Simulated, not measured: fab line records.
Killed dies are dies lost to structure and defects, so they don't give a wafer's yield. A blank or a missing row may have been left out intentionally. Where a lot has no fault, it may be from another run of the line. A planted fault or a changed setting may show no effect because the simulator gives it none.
fab line records    flow nand-harc
record lots=6  wafers=18  last-day=33
route steps=1302 shown P_ZERO_WELL@44 END@1302
lots with no fault: from the same line, run without faults
start-h: start of the lot's first displayed wafer, in hours after the record's first day    wait-h: hours elapsed since this lot's preceding step    " as in the row above    L1.1+2: a single row standing in for several wafers    - value missing, or start not given    * or withheld: withheld    < > ~ a bound
route shown NAME@n: NAME is a module with steps in the file, n the number in the route of the first one    usual: the fault-free wafers' mean and standard deviation    same: alike in all rows    chamber/n: place in a boat    sites: per-site readings    _std_site: standard deviation across them    _edge_site: outer sites' mean less inner sites'    radius-mm: how far each site lies from the wafer's centre    mask NAME#n: copy n    behind: tool/chamber where the wafer was last shaped    hold: why the lot was held/for how many hours/how that ended    device: whichever transistor did not switch (one of n, p or np)    end of line: the tests these same wafers got at the end of their route    a step without rows: its recipe alone    killed: dies lost to structure and defects at the first sort, not the wafer's yield    map: the dies of a wafer, with x for killed, . for not killed, _ for no die there
set.NAME: the setting the step ran with; set.NAME@STEP: the setting that earlier step ran with    model.NAME: the simulator's own value behind a step, which no gauge read
lots seen at some steps along the route; tables by step, rows by wafer
services: a tool's chamber out of use, with start hour (start-h, from the record's first day; less than 0 if before it), hours out, and reason
## steps
# step NHARC_P_ZERO_WELL_CD_MEAS_37
# recipe target-cd-nm=720  landing-energy-ev=500
# usual cd-nm=720.4/1.4
lot.wafer  tool       chamber  start-h  wait-h  cd-nm
L249.4     cd-sem-03  0        34.18    -       717.7
L249.5     "          0        "        "       719.9
L249.6     "          0        "        "       720.9
L250.2     cd-sem-02  0        44.37    -       720.1
L250.3     "          0        "        "       718.6
L250.6     "          0        "        "       721.4
L258.1     cd-sem-03  0        124.15   -       719.8
L258.2     "          0        "        "       720.9
L258.6     "          0        "        "       718.8
L259.2     cd-sem-03  0        133.97   -       719.5
L259.3     "          0        "        "       719.2
L259.4     "          0        "        "       721.9
L268.2     cd-sem-01  0        224.25   -       718.7
L268.3     "          0        "        "       719.2
L268.6     "          0        "        "       718.7
L270.1     cd-sem-01  0        244.14   -       720.6
L270.3     "          0        "        "       721.5
L270.5     "          0        "        "       722.1
# step NHARC_P_ZERO_WELL_HARDBAKE_38
# recipe temp-c=125  time-s=80
# step NHARC_P_ZERO_WELL_DESCUM_39
# recipe time-s=3  o2-flow-sccm=200  ar-flow-sccm=0  bias-power-w=0  chemistry=O2
# usual drypump-motor-current-A=5.9/0.61  oes-product-au=1.002/0.0079  rf-vpp-V=57.7/0.95  showerhead-plenum-p-Torr=1.90/0.078  throttle-valve-pct=11.311/0.0091
lot.wafer  tool         chamber  start-h  wait-h  drypump-motor-current-A  oes-product-au  rf-hours-counter-h  rf-vpp-V  showerhead-plenum-p-Torr  throttle-valve-pct
L249.4     rie-diel-05  0        34.34    -       6.4                      1.004           47                  57.2      1.77                      11.316
L249.6     "            3        "        "       6.1                      1.000           -                   57.1      1.95                      11.311
L249.5     "            0        "        "       6.4                      1.003           -                   56.0      1.77                      11.288
L250.2     rie-diel-07  3        44.53    -       6.3                      0.998           32                  57.7      2.03                      11.299
L250.3     "            2        "        "       5.5                      0.993           28                  58.1      1.92                      11.305
L250.6     "            3        "        "       6.3                      0.992           -                   57.2      2.03                      11.316
L258.2     rie-diel-13  2        124.31   -       4.8                      1.008           48                  58.8      1.86                      11.307
L258.1     "            1        "        "       6.5                      1.000           43                  58.0      1.99                      11.327
L258.6     "            2        "        "       4.8                      1.003           -                   58.5      1.86                      11.313
L259.4     rie-diel-13  2        134.15   -       4.8                      0.994           52                  57.3      1.86                      11.315
L259.3     "            3        "        "       5.7                      1.012           42                  56.3      1.80                      11.309
L259.2     "            0        "        "       6.4                      1.017           43                  57.9      1.88                      11.316
L268.2     rie-diel-13  2        224.41   -       4.8                      1.012           9                   57.4      1.86                      11.309
L268.3     "            1        "        "       6.6                      1.007           13                  58.6      1.98                      11.316
L268.6     "            2        "        "       4.8                      1.013           -                   57.7      1.86                      11.298
L270.3     rie-diel-13  2        244.30   -       4.8                      1.013           14                  57.5      1.85                      11.306
L270.1     "            1        "        "       6.6                      1.008           19                  56.9      1.98                      11.299
L270.5     "            2        "        "       4.8                      1.008           -                   58.3      1.85                      11.339
# step NHARC_P_ZERO_WELL_IMPLANT_40
# recipe energy-kev=300  dose-cm2=1e+13  tilt-deg=7
# step NHARC_P_ZERO_WELL_IMPLANT_59
# recipe energy-kev=120  dose-cm2=5e+12  tilt-deg=7
# step NHARC_P_ZERO_WELL_IMPLANT_60
# recipe energy-kev=30  dose-cm2=2e+12  tilt-deg=7
# step NHARC_P_ZERO_WELL_STRIP_41
# recipe time-s=840  temp-c=130  chemistry=SPM
# step NHARC_P_ZERO_WELL_DEHYDRATE_44
# recipe temp-c=150  time-s=120
# step NHARC_P_ZERO_WELL_HMDS_45
# recipe time-s=30
# step NHARC_P_ZERO_WELL_COAT_46
# recipe spin-rpm=withheld
# step NHARC_P_ZERO_WELL_SOFTBAKE_47
# recipe temp-c=122  time-s=95
# step NHARC_P_ZERO_WELL_EBR_48
# step NHARC_P_ZERO_WELL_EXPOSE_49
# recipe na=0.6  target-cd-nm=2000  dose-mj=22.64  mask-id=P_HVPW
# usual exposure-dose-mJ-cm2=22.637/0.023
# same na=0.6
lot.wafer  tool            chamber  start-h  wait-h  mask      exposure-dose-mJ-cm2
L249.4     krf-scanner-04  0        35.67    -       P_HVPW#0  22.625
L249.5     "               0        "        "       P_HVPW#0  22.610
L249.6     "               0        "        "       P_HVPW#0  22.645
L250.2     krf-scanner-03  0        45.86    -       P_HVPW#0  22.632
L250.3     "               0        "        "       P_HVPW#0  22.657
L250.6     "               0        "        "       P_HVPW#0  22.603
L258.1     krf-scanner-03  0        125.63   -       P_HVPW#0  22.599
L258.2     "               0        "        "       P_HVPW#0  22.621
L258.6     "               0        "        "       P_HVPW#0  22.629
L259.2     krf-scanner-03  0        135.35   -       P_HVPW#0  22.579
L259.3     "               0        "        "       P_HVPW#0  22.585
L259.4     "               0        "        "       P_HVPW#0  22.609
L268.2     krf-scanner-04  0        225.76   -       P_HVPW#0  22.638
L268.3     "               0        "        "       P_HVPW#0  22.643
L268.6     "               0        "        "       P_HVPW#0  22.615
L270.1     krf-scanner-01  0        245.62   -       P_HVPW#0  22.628
L270.3     "               0        "        "       P_HVPW#0  22.627
L270.5     "               0        "        "       P_HVPW#0  22.660
# step NHARC_P_ZERO_WELL_PEB_50
# recipe peb-temp-c=118  peb-time-s=85
# step NHARC_P_ZERO_WELL_DEVELOP_51
# recipe time-s=70
# step NHARC_P_ZERO_WELL_CD_MEAS_52
# recipe target-cd-nm=2000  landing-energy-ev=500
# usual cd-nm=1999.6/1.3
lot.wafer  tool       chamber  start-h  wait-h  cd-nm
L249.4     cd-sem-02  0        35.82    -       2000.9
L249.5     "          0        "        "       1999.1
L249.6     "          0        "        "       2000.4
L250.2     cd-sem-03  0        46.01    -       1998.4
L250.3     "          0        "        "       2000.2
L250.6     "          0        "        "       2000.5
L258.1     cd-sem-02  0        125.79   -       2020.3
L258.2     "          0        "        "       2000.8
L258.6     "          0        "        "       1999.3
L259.2     cd-sem-01  0        135.50   -       1999.6
L259.3     "          0        "        "       2000.1
L259.4     "          0        "        "       2020.2
L268.2     cd-sem-02  0        225.92   -       2001.4
L268.3     "          0        "        "       2001.2
L268.6     "          0        "        "       2000.4
L270.1     cd-sem-03  0        245.78   -       2000.2
L270.3     "          0        "        "       1999.9
L270.5     "          0        "        "       2000.4
# step NHARC_P_ZERO_WELL_HARDBAKE_53
# recipe temp-c=125  time-s=80
# step NHARC_P_ZERO_WELL_DESCUM_54
# recipe time-s=3  o2-flow-sccm=200  ar-flow-sccm=0  bias-power-w=0  chemistry=O2
# usual drypump-motor-current-A=5.9/0.6  oes-product-au=1.001/0.0074  rf-vpp-V=57.9/0.91  showerhead-plenum-p-Torr=1.91/0.077  throttle-valve-pct=11.311/0.0085
lot.wafer  tool         chamber  start-h  wait-h  drypump-motor-current-A  oes-product-au  rf-hours-counter-h  rf-vpp-V  showerhead-plenum-p-Torr  throttle-valve-pct  model.P_ZERO_WELL.cd-nm
L249.4     rie-diel-13  3        35.97    -       5.7                      1.001           13                  56.6      1.80                      11.312              2001
L249.6     "            3        "        "       5.7                      0.997           -                   57.4      1.80                      11.313              2001
L249.5     "            0        "        "       6.5                      0.997           -                   58.3      1.89                      11.309              1999
L250.2     rie-diel-13  0        46.18    -       6.4                      1.000           13                  57.0      1.89                      11.309              1998
L250.3     "            2        "        "       4.8                      1.012           18                  57.8      1.87                      11.319              2001
L250.6     "            0        "        "       6.4                      1.010           -                   57.9      1.89                      11.323              2000
L258.1     rie-diel-13  3        125.97   -       5.7                      1.005           39                  57.0      1.80                      11.314              2021
L258.2     "            0        "        "       6.4                      1.014           40                  59.3      1.88                      11.313              2001
L258.6     "            1        "        "       6.6                      1.003           -                   57.1      1.99                      11.306              1999
L259.3     rie-diel-13  2        135.66   -       4.8                      1.004           53                  58.5      1.86                      11.308              2000
L259.4     "            3        "        "       5.7                      0.999           42                  57.7      1.80                      11.319              2021
L259.2     "            0        "        "       6.4                      1.006           44                  58.1      1.88                      11.304              2000
L268.3     rie-diel-13  2        226.07   -       4.8                      1.002           9                   57.9      1.86                      11.306              2002
L268.2     "            0        "        "       6.5                      1.015           14                  58.0      1.87                      11.310              2001
L268.6     "            2        "        "       4.8                      1.007           -                   57.9      1.86                      11.319              2000
L270.1     rie-diel-13  0        245.94   -       6.5                      1.008           22                  58.8      1.87                      11.297              2000
L270.3     "            3        "        "       5.7                      1.007           20                  56.9      1.79                      11.301              2000
L270.5     "            0        "        "       6.4                      1.003           -                   57.8      1.87                      11.301              2001
# step NHARC_P_ZERO_WELL_IMPLANT_55
# recipe energy-kev=180  dose-cm2=8e+11  tilt-deg=7
# step NHARC_END_SORT_01
# recipe temp-c=25
# usual killed-at-array=50/14  killed-at-other=0.9/1  killed-at-periphery=3.9/2.5  killed-dies=55/15  killed-open=3.5/1.9  killed-short=2.5/1.7
# same gross-dies=677
lot.wafer  tool       chamber  start-h  wait-h  killed-at-array  killed-at-other  killed-at-periphery  killed-dies  killed-open  killed-short
L249.4     prober-02  0        577.82   3.4     47               1                1                    49           3            2
L249.5     prober-02  0        578.61   3.7     57               0                1                    58           2            7
L249.6     prober-02  0        579.41   4.0     51               2                5                    58           6            7
# killed by level:class
L249.4 A_SLIT:chamber-film-flake=20 A_CHANNEL_HOLE_D2:chamber-film-flake=17 A_ZERO_WELL:chamber-film-flake=2 A_ONON_D2:geometric-particle:open=1 A_WL_FILL:geometric-particle:short=1 A_M0:geometric-particle:open=1 A_M0:geometric-particle:short=1 A_M1:geometric-particle:open=1
L249.5 A_SLIT:chamber-film-flake=21 A_CHANNEL_HOLE_D2:chamber-film-flake=13 A_WL_FILL:geometric-particle:short=3 A_WL_FILL:chamber-film-flake=3 A_SGD_CUT:chamber-film-flake=3 A_CHANNEL_HOLE_D1:chamber-film-flake=2 A_STAIRCASE:chamber-film-flake=2 A_CONTACT:chamber-film-flake=2
L249.6 A_SLIT:chamber-film-flake=26 A_CHANNEL_HOLE_D2:chamber-film-flake=13 A_WL_FILL:geometric-particle:short=3 P_CONTACT:geometric-particle:open=2 A_M0:geometric-particle:open=2 A_ONON_D2:geometric-particle:short=1 A_CHANNEL_FILL_D2:geometric-particle:open=1 A_CHANNEL_FILL_D2:geometric-particle:short=1
## services
tool            chamber  start-h  hours  kind
rie-diel-13     1        14.07    4.8    repair
rie-diel-07     0        14.24    4.2    repair
krf-scanner-01  -        15.86    0.3    repair
rie-diel-07     -        34.06    0.3    repair
krf-scanner-03  -        39.83    0.7    repair
rie-diel-07     3        45.18    3.5    repair
krf-scanner-03  -        52.00    4.0    pm
rie-diel-05     -        52.63    9.0    pm
rie-diel-07     -        67.81    27.5   repair
krf-scanner-03  -        69.38    13.1   repair
rie-diel-07     1        96.56    7.6    repair
rie-diel-13     3        105.54   10.1   repair
krf-scanner-03  -        105.79   3.2    repair
rie-diel-07     -        118.15   9.0    pm
rie-diel-13     0        129.22   1.6    repair
krf-scanner-01  -        140.00   4.0    pm
rie-diel-07     -        140.42   0.7    repair
rie-diel-07     1        161.82   5.7    repair
rie-diel-13     -        167.54   9.0    pm
krf-scanner-04  -        182.00   4.0    pm
rie-diel-13     2        197.28   7.4    repair
rie-diel-13     3        219.62   10.5   repair
krf-scanner-04  -        223.34   0.7    repair
krf-scanner-03  -        224.00   4.0    pm
## key
first-sign step=NHARC_P_ZERO_WELL_CD_MEAS_52  reading=cd-nm  direction=up  sigmas=16  usual=1999.6  struck=2020.2
effect none on later readings
model-effect step=NHARC_P_ZERO_WELL_DESCUM_54  value=P_ZERO_WELL.cd-nm  without=2001  struck=2021
met-at NHARC_P_ZERO_WELL_EXPOSE_49
struck-wafers L258.1,L259.4
tester-left-out L258,L259
onset-between 45.86 125.63
fault kind=process-parameter-drift  tool=krf-scanner-03  chamber=-  onset-h=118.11  steps=NHARC_P_ZERO_WELL_EXPOSE_49  channel=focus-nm  offset=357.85  shape=step  end-h=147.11  scope=struck-wafers-only
# tester-left-out: of these lots the tester's yield and bins aren't shown, on N5 and GAA mostly nor the transistor test; their killed dies are dies lost to structure and defects alone, not to doping, threshold or leakage, so they don't give the yield
